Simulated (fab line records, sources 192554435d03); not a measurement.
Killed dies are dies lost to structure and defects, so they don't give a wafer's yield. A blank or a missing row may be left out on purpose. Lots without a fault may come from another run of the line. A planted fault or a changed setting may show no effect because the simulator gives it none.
Which tool did it? | flow n5_finfet | 24 lots, 72 wafers sampled, at 5 steps of a route of 1938

WHAT THE GAUGES READ, wafer by wafer
N5_BEOL_M8_CD_MEAS_28: target cd 40 nm. Usual: cd_nm 39.99 nm, standard deviation 0.24.
lot  | measured     | on        | cd_nm (nm)        | flag
L074 | day 10 21:16 | cd_sem-02 | 39.66 40.03 39.79 |
L075 | day 11 00:16 | cd_sem-01 | 40.06 40.35 40.15 |
L076 | day 11 00:26 | cd_sem-01 | 40.16 39.78 39.84 |
L077 | day 11 11:16 | cd_sem-01 | 39.86 39.94 40.22 |
L078 | day 11 17:12 | cd_sem-03 | 39.91 39.79 39.89 |
L080 | day 12 06:31 | cd_sem-03 | 39.83 39.81 40.28 |
L079 | day 12 11:52 | cd_sem-01 | 40.17 40.42 40.07 |
L081 | day 12 11:54 | cd_sem-02 | 39.69 39.84 39.52 |
L082 | day 12 18:41 | cd_sem-03 | 40.61 40.06 40.02 |
L083 | day 12 22:13 | cd_sem-03 | 40.06 40.16 40.02 |
L084 | day 13 02:25 | cd_sem-02 | 39.86 39.96 39.61 |
L087 | day 13 15:16 | cd_sem-02 | 40.18 39.87 40.02 |
L085 | day 13 22:36 | cd_sem-03 | 40.35 39.96 40.17 |
L086 | day 14 02:29 | cd_sem-01 | 39.79 40.28 39.80 |
L089 | day 14 06:27 | cd_sem-03 | 40.27 39.81 39.96 |
L091 | day 14 12:11 | cd_sem-01 | 39.66 40.24 39.61 |
L088 | day 14 13:29 | cd_sem-02 | 40.18 39.89 39.91 |
L092 | day 14 16:25 | cd_sem-02 | 40.15 40.00 40.11 |
L090 | day 15 05:19 | cd_sem-02 | 40.30 39.38 40.13 |
L095 | day 15 15:47 | cd_sem-02 | 39.87 39.97 40.10 |
L093 | day 15 18:23 | cd_sem-02 | 40.08 39.83 40.52 |
L094 | day 16 04:39 | cd_sem-02 | 40.31 39.92 40.10 |
L097 | day 17 02:52 | cd_sem-03 | 39.83 40.36 39.69 |
L096 | day 17 06:11 | cd_sem-02 | 40.03 39.93 39.59 |

N5_BEOL_M8_OVL_MEAS_29. Usual: V7_OVL -0.3 nm, standard deviation 0.69.
lot  | measured     | on         | V7_OVL (nm)    | flag
L074 | day 10 21:18 | overlay-01 | -0.4 0.8 -0.4  |
L075 | day 11 00:19 | overlay-01 | -0.1 -0.2 -0.5 |
L076 | day 11 00:28 | overlay-01 | -1.2 -1.4 -0.8 |
L077 | day 11 11:18 | overlay-01 | -0.2 -0.9 -1.4 |
L078 | day 11 17:14 | overlay-02 | -0.3 -0.3 -1.6 |
L080 | day 12 06:33 | overlay-02 | -0.3 0.3 0.6   |
L079 | day 12 11:53 | overlay-02 | -0.5 -0.9 0.0  |
L081 | day 12 11:56 | overlay-01 | -0.7 -0.7 -0.5 |
L082 | day 12 18:43 | overlay-01 | -0.5 -0.5 -0.5 |
L083 | day 12 22:15 | overlay-01 | 0.2 -0.4 0.6   |
L084 | day 13 02:26 | overlay-01 | 0.4 1.7 1.5    |
L087 | day 13 15:19 | overlay-01 | -0.3 -0.3 0.3  |
L085 | day 13 22:38 | overlay-02 | -0.1 0.1 -0.1  |
L086 | day 14 02:31 | overlay-01 | -0.9 -0.8 -1.1 |
L089 | day 14 06:29 | overlay-02 | 0.0 0.1 1.1    |
L091 | day 14 12:13 | overlay-02 | 0.5 0.3 0.1    |
L088 | day 14 13:32 | overlay-02 | -0.6 -0.9 -0.8 |
L092 | day 14 16:26 | overlay-02 | -0.9 -1.9 -1.0 |
L090 | day 15 05:21 | overlay-02 | -1.3 -1.2 -0.9 |
L095 | day 15 15:49 | overlay-02 | -0.7 -0.6 -0.2 |
L093 | day 15 18:25 | overlay-02 | -1.0 0.4 -0.4  |
L094 | day 16 04:41 | overlay-02 | 0.1 0.0 -0.5   |
L097 | day 17 02:53 | overlay-02 | -0.6 -0.7 -1.0 |
L096 | day 17 06:13 | overlay-01 | -0.4 -0.2 0.4  |

N5_BEOL_M8_INSPECT_58: inspects for defects (darkfield). Usual: raw_defect_count 75, standard deviation 23.
lot  | measured     | on                | raw_defect_count | flag
L074 | day 11 01:34 | defect_inspect-02 | 98 77 61         |
L075 | day 11 04:56 | defect_inspect-01 | 62 72 56         |
L076 | day 11 05:55 | defect_inspect-01 | 98 56 131        |
L077 | day 11 14:44 | defect_inspect-02 | 34 68 82         |
L078 | day 11 21:34 | defect_inspect-02 | 107 78 61        |
L080 | day 12 11:16 | defect_inspect-01 | 96 46 80         |
L079 | day 12 14:43 | defect_inspect-02 | 69 92 95         |
L081 | day 12 16:32 | defect_inspect-02 | 72 40 60         |
L082 | day 12 22:00 | defect_inspect-02 | 55 66 71         |
L083 | day 13 01:31 | defect_inspect-02 | 98 69 63         |
L084 | day 13 06:53 | defect_inspect-02 | 68 67 50         |
L087 | day 13 19:06 | defect_inspect-01 | 78 86 58         |
L085 | day 14 01:50 | defect_inspect-01 | 57 66 84         |
L086 | day 14 06:15 | defect_inspect-02 | 60 43 51         |
L089 | day 14 09:40 | defect_inspect-01 | 89 76 68         |
L091 | day 14 16:55 | defect_inspect-01 | 78 97 88         |
L088 | day 14 17:52 | defect_inspect-02 | 68 78 68         |
L092 | day 14 19:47 | defect_inspect-01 | 78 64 82         |
L090 | day 15 08:20 | defect_inspect-02 | 114 80 83        |
L095 | day 15 19:49 | defect_inspect-02 | 82 64 74         |
L093 | day 15 21:35 | defect_inspect-02 | 89 156 60        |
L094 | day 16 08:58 | defect_inspect-02 | 59 51 50         |
L097 | day 17 05:58 | defect_inspect-01 | 95 73 71         |
L096 | day 17 09:23 | defect_inspect-01 | 58 86 82         |

WHICH TOOL RAN EACH LOT (tool, then ch and the chambers of the sampled wafers, then the start)
lot  | N5_BEOL_M8_STRIP_67                | N5_BEOL_M8_SURFACE_TREAT_79
L074 | rie_diel-05 ch 1,2, day 10 19:32   | pvd_sputter-03, day 10 22:46
L075 | rie_diel-02 ch 0,1,3, day 10 22:46 | pvd_sputter-02, day 11 03:32
L076 | rie_diel-06 ch 0,1,2, day 10 23:32 | pvd_sputter-03, day 11 04:20
L077 | rie_diel-05 ch 0,2, day 11 08:24   | pvd_sputter-01, day 11 13:04
L078 | rie_diel-05 ch 0,1,3, day 11 16:02 | pvd_sputter-02, day 11 19:27
L080 | rie_diel-06 ch 2,3, day 12 05:01   | pvd_sputter-02, day 12 08:22
L079 | rie_diel-05 ch 0,2, day 12 08:11   | pvd_sputter-01, day 12 13:24
L081 | rie_diel-02 ch 0,2,3, day 12 08:34 | pvd_sputter-03, day 12 14:03
L082 | rie_diel-06 ch 1,2,3, day 12 17:11 | pvd_sputter-01, day 12 20:37
L083 | rie_diel-05 ch 0,1,3, day 12 20:32 | pvd_sputter-03, day 13 00:02
L084 | rie_diel-06 ch 0,3, day 12 23:49   | pvd_sputter-02, day 13 05:42
L087 | rie_diel-02 ch 0,3, day 13 12:49   | pvd_sputter-01, day 13 17:35
L085 | rie_diel-06 ch 0,1,2, day 13 21:11 | pvd_sputter-01, day 14 00:34
L086 | rie_diel-05 ch 1,3, day 14 01:43   | pvd_sputter-03, day 14 04:28
L089 | rie_diel-02 ch 0,1,2, day 14 04:14 | pvd_sputter-02, day 14 08:27
L091 | rie_diel-06 ch 0,1,3, day 14 11:40 | pvd_sputter-01, day 14 13:49
L088 | rie_diel-06 ch 0,1,3, day 14 12:52 | pvd_sputter-01, day 14 16:40
L092 | rie_diel-06 ch 1,3, day 14 13:23   | pvd_sputter-01, day 14 18:38
L090 | rie_diel-06 ch 0,1,3, day 15 03:22 | pvd_sputter-03, day 15 06:53
L095 | rie_diel-02 ch 0,1,2, day 15 13:48 | pvd_sputter-02, day 15 17:56
L093 | rie_diel-06 ch 0,3, day 15 17:49   | pvd_sputter-02, day 15 20:20
L094 | rie_diel-05 ch 0,1,3, day 16 00:29 | pvd_sputter-02, day 16 06:43
L097 | rie_diel-06 ch 0,1,3, day 17 01:59 | pvd_sputter-02, day 17 04:24
L096 | rie_diel-02 ch 0,1,3, day 17 02:02 | pvd_sputter-02, day 17 07:49
- N5_BEOL_M8_STRIP_67: strips in CF4.
- N5_BEOL_M8_SURFACE_TREAT_79

WHAT THE TOOLS THEMSELVES READ (means of the sampled wafers that have a number; where no wafer has one, the mark that the record gives instead)
N5_BEOL_M8_STRIP_67. Usual: chamber_pressure_mTorr 49.99 mTorr, standard deviation 0.054; drypump_motor_current_A 5.7 A, standard deviation 0.37; oes_product_au 0.78 a.u., standard deviation 0.077; rf_vpp_V 271.3 V, standard deviation 1.1; showerhead_plenum_p_Torr 1.80 Torr, standard deviation 0.038; throttle_valve_pct 13.62 %, standard deviation 0.2.
lot  | tool        | chamber_pressure_mTorr (mTorr) | drypump_motor_current_A (A) | oes_product_au (a.u.) | rf_vpp_V (V) | showerhead_plenum_p_Torr (Torr) | throttle_valve_pct (%) | flag
L074 | rie_diel-05 | 50.01                          | 5.5                         | 0.70                  | 270.6        | 1.78                            | 13.78                  |
L075 | rie_diel-02 | 49.98                          | 5.5                         | 0.75                  | 272.2        | 1.83                            | 13.75                  |
L076 | rie_diel-06 | 50.02                          | 5.9                         | 0.79                  | 272.6        | 1.81                            | 13.58                  |
L077 | rie_diel-05 | 50.05                          | 6.0                         | 0.69                  | 270.6        | 1.77                            | 13.80                  |
L078 | rie_diel-05 | 49.97                          | 5.6                         | 0.75                  | 270.1        | 1.79                            | 13.69                  |
L080 | rie_diel-06 | 49.99                          | 6.2                         | 0.70                  | 269.3        | 1.78                            | 13.83                  |
L079 | rie_diel-05 | 49.94                          | 5.7                         | 0.69                  | 271.5        | 1.77                            | 13.79                  |
L081 | rie_diel-02 | 50.01                          | 5.8                         | 0.87                  | 272.4        | 1.86                            | 13.53                  |
L082 | rie_diel-06 | 50.00                          | 6.0                         | 0.74                  | 272.7        | 1.79                            | 13.68                  |
L083 | rie_diel-05 | 49.93                          | 5.6                         | 0.74                  | 270.7        | 1.79                            | 13.71                  |
L084 | rie_diel-06 | 49.96                          | 5.8                         | 0.79                  | 271.0        | 1.80                            | 13.61                  |
L087 | rie_diel-02 | 49.94                          | 5.6                         | 0.88                  | 272.2        | 1.86                            | 13.53                  |
L085 | rie_diel-06 | 49.97                          | 6.0                         | 0.77                  | 271.4        | 1.81                            | 13.64                  |
L086 | rie_diel-05 | 50.01                          | 5.3                         | 0.74                  | 270.7        | 1.79                            | 13.75                  |
L089 | rie_diel-02 | 50.01                          | 5.3                         | 0.88                  | 271.0        | 1.80                            | 13.43                  |
L091 | rie_diel-06 | 50.00                          | 5.8                         | 0.77                  | 271.0        | 1.80                            | 13.61                  |
L088 | rie_diel-06 | 50.02                          | 5.8                         | 0.77                  | 271.9        | 1.80                            | 13.61                  |
L092 | rie_diel-06 | 50.05                          | 5.8                         | 0.73                  | 270.4        | 1.78                            | 13.68                  |
L090 | rie_diel-06 | 50.00                          | 5.8                         | 0.76                  | 271.9        | 1.80                            | 13.61                  |
L095 | rie_diel-02 | 49.95                          | 5.3                         | 0.85                  | 271.0        | 1.80                            | 13.45                  |
L093 | rie_diel-06 | 50.00                          | 5.8                         | 0.77                  | 272.0        | 1.80                            | 13.67                  |
L094 | rie_diel-05 | 50.03                          | 5.7                         | 0.72                  | 271.0        | 1.78                            | 13.77                  |
L097 | rie_diel-06 | 50.02                          | 5.8                         | 0.75                  | 270.5        | 1.80                            | 13.66                  |
L096 | rie_diel-02 | 49.99                          | 5.5                         | 0.85                  | 271.2        | 1.82                            | 13.47                  |

N5_BEOL_M8_SURFACE_TREAT_79. Usual: ar_flow_sccm 29.99 sccm, standard deviation 0.092.
lot  | tool           | ar_flow_sccm (sccm) | flag
L074 | pvd_sputter-03 | 30.01               |
L075 | pvd_sputter-02 | 30.02               |
L076 | pvd_sputter-03 | 30.04               |
L077 | pvd_sputter-01 | 29.91               |
L078 | pvd_sputter-02 | 29.90               |
L080 | pvd_sputter-02 | 29.99               |
L079 | pvd_sputter-01 | 29.94               |
L081 | pvd_sputter-03 | 29.99               |
L082 | pvd_sputter-01 | 30.05               |
L083 | pvd_sputter-03 | 30.08               |
L084 | pvd_sputter-02 | 29.99               |
L087 | pvd_sputter-01 | 29.95               |
L085 | pvd_sputter-01 | 29.90               |
L086 | pvd_sputter-03 | 30.04               |
L089 | pvd_sputter-02 | 29.96               |
L091 | pvd_sputter-01 | 29.88               |
L088 | pvd_sputter-01 | 29.99               |
L092 | pvd_sputter-01 | 29.96               |
L090 | pvd_sputter-03 | 30.05               |
L095 | pvd_sputter-02 | 29.87               |
L093 | pvd_sputter-02 | 30.02               |
L094 | pvd_sputter-02 | 30.06               |
L097 | pvd_sputter-02 | 30.02               |
L096 | pvd_sputter-02 | 30.02               |

THE ANSWER, worked out from the rows above alone
Rule: a lot is off if the mean of its wafers that have a number lies more than 3 standard deviations from the usual mean. A lot without any number at a reading at which 4 lots or more have one is off too. The other lots that the step has rows for count as sound. The gauges are gone through in route order, then the tools' own readings, and for those a lot's mean is taken as printed above. The first step at which some lot is off is used, and at that step the reading that is off furthest; a lot without a number counts as furthest.
No lot is off at any reading shown: from this, nothing can be told.

WHAT THE SIMULATOR HAD PUT IN
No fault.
